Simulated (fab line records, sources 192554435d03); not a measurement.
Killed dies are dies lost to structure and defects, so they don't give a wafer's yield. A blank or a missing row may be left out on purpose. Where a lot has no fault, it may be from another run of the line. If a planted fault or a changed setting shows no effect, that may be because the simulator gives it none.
Split-lot study    flow n5 finfet    route with 1938 steps; 7 lots, 21 wafers read

THE SPLIT ITSELF
At N5_SDB_HM_DEP_00 (deposits SiNx from SiH4/NH3/N2, target thk 40 nm, time 35.3 s), the setting time s was moved away from the recipe's 35.3 s on 10 of the 21 wafers read, by -13.8% to +11.8%. This setting was run at the recipe's value on the other wafers.

FROM THE SPLIT TO THE READING: what the file shows between them, 14 steps
- N5_SDB_COAT_05: resist thk 90 nm (also split here: spin rpm)
- N5_SDB_EBR_07
- N5_SDB_SOFTBAKE_06: time 60 s
- N5_SDB_EXPOSE_08: exposes mask SDB
- N5_SDB_PEB_09: peb time 60 s
- N5_SDB_DEVELOP_10: develop time 30 s
- N5_SDB_DESCUM_16: chemistry O2, time 7.9 s
- N5_SDB_ETCH_17: etches SiARC in CF4, target depth 23.4 nm, time 39 s
- N5_SDB_ETCH_18: etches SOC in N2/H2, target depth 100 nm, overetch 20 nm, time 150 s
- N5_SDB_STRIP_19: strips in N2/H2
- N5_SDB_STRIP_21: strips in CF4
- N5_SDB_HM_OPEN_20: chemistry CH3F/O2, target SiNx, stops on poly-Si, target depth 24 nm
- N5_SDB_STRIP_22: strips in N2/H2
- N5_SDB_PRECLEAN_23: cleans in dHF, time 30 s

THE READING
SiNx_of_SDB_HM_DEP_00.thk nm (the simulator's own value, which no gauge read), in nm, at N5_SDB_CUT_ETCH_26 (etches Si in HBr/Cl2/O2, target depth 129.6 nm, bt time 20 s, time 51.8 s). The file does not state a usual value for it. Average 22.5 nm, standard deviation 0.69 nm, over the 11 wafers here run with the recipe.

wafer   tool, chamber at the split  time s as run, s  against the recipe  SiNx_of_SDB_HM_DEP_00.thk nm, nm  against lot-mates on the recipe
L075.1  pecvd-01, 0,2               35.3              recipe              22.2                              -
L075.4  pecvd-01, 0,2               35.3              recipe              21.2                              -
L075.6  pecvd-01, 1                 30.42             -13.8%              16.4                              -5.3
L076.1  pecvd-01, 1                 31.48             -10.8%              17.2                              no lot-mate on the recipe
L076.2  pecvd-01, 2                 31.48             -10.8%              17.8                              no lot-mate on the recipe
L076.5  pecvd-01, 1                 31.48             -10.8%              19.2                              no lot-mate on the recipe
L084.1  pecvd-04, 1                 35.3              recipe              23                                -
L084.5  pecvd-04, 1                 39                +10.5%              28.4                              +5.4
L084.6  pecvd-04, 0                 39                +10.5%              27.8                              +4.8
L089.3  pecvd-04, 0                 35.3              recipe              22                                -
L089.5  pecvd-04, 0                 35.3              recipe              23.4                              -
L089.6  pecvd-04, 2                 35.3              recipe              21.6                              -
L094.1  pecvd-01, 0                 30.64             -13.2%              16.4                              -6.2
L094.4  pecvd-01, 1                 35.3              recipe              22.6                              -
L094.6  pecvd-01, 0                 30.64             -13.2%              17.2                              -5.4
L095.4  pecvd-03, 2,0               35.3              recipe              22.8                              -
L095.5  pecvd-03, 1                 39.48             +11.8%              28.4                              +5.3
L095.6  pecvd-03, 2,0               35.3              recipe              23.4                              -
L097.4  pecvd-03, 1                 35.3              recipe              22.6                              -
L097.5  pecvd-03, 2                 32.19             -8.8%               19.2                              -3.7
L097.6  pecvd-03, 0                 35.3              recipe              23.2                              -
Where a row lists several chambers, the file gives one row for several wafers and doesn't say which wafer went through which chamber.

FIT RESULTS
A straight line over all 21 wafers: SiNx_of_SDB_HM_DEP_00.thk nm changes by +0.458 nm for each +1% of time s; r = +0.98; the points scatter about the line by 0.71 nm.
The same after taking each lot's own level away (the mean of its wafers on the recipe; 18 wafers): +0.441 nm for each +1%; r = +0.99; scatter 0.5 nm.
According to that fit, moving time s by its largest amount changes the reading by 6.1 nm.
Across the lots, their own levels run from 21.70 to 23.10 nm, a range of 2.0 times the standard deviation given above.
The two slopes are in agreement: the lot-to-lot level therefore moves the slope only a little.
Check: for one of the wafers moved furthest among these (-13.8%), held out of the fit, the line's prediction against its lot-mates is -6.18 nm. It came out at -5.3 nm against them.

ADDITIONAL SPLITS CARRIED BY THESE WAFERS
Other splits were also applied to these wafers ahead of the reading. Each is held against what the fit with the lots' levels taken away leaves over:
other split on the same wafers  wafers away from the commonest value  r with SiNx_of_SDB_HM_DEP_00.thk nm (lot level and that fit taken away)
N5_DUMMY_GATE_COAT_09 spin rpm  7                                     -0.27
N5_SD_EPI_N_PEB_07 peb temp c   6                                     -0.21
N5_SDB_COAT_05 spin rpm         6                                     -0.27

THE WHOLE CHAIN: every reading that the file lists as answering this split, in the file's order
step                what it does                                                               reading                                                                        change (the file's fit)                r (the file's)
N5_SDB_HM_DEP_00    deposits SiNx from SiH4/NH3/N2, target thk 40 nm, time 35.3 s              SiNx_of_SDB_HM_DEP_00.thk nm (the simulator's own value, which no gauge read)  +0.42 nm for each +1% of the setting   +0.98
N5_SDB_HM_OPEN_20   chemistry CH3F/O2, target SiNx, stops on poly-Si, target depth 24 nm       etch.depth nm (the simulator's own value, which no gauge read)                 +0.415 nm for each +1% of the setting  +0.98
N5_SDB_PRECLEAN_23  cleans in dHF, time 30 s                                                   SiNx_of_SDB_HM_DEP_00.thk nm (the simulator's own value, which no gauge read)  +0.415 nm for each +1% of the setting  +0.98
N5_SDB_CUT_ETCH_26  etches Si in HBr/Cl2/O2, target depth 129.6 nm, bt time 20 s, time 51.8 s  SiNx_of_SDB_HM_DEP_00.thk nm (the simulator's own value, which no gauge read)  +0.431 nm for each +1% of the setting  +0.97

FILE'S OWN FIT
SiNx_of_SDB_HM_DEP_00.thk nm changes by +0.431 nm for each +1% of time s, r = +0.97.
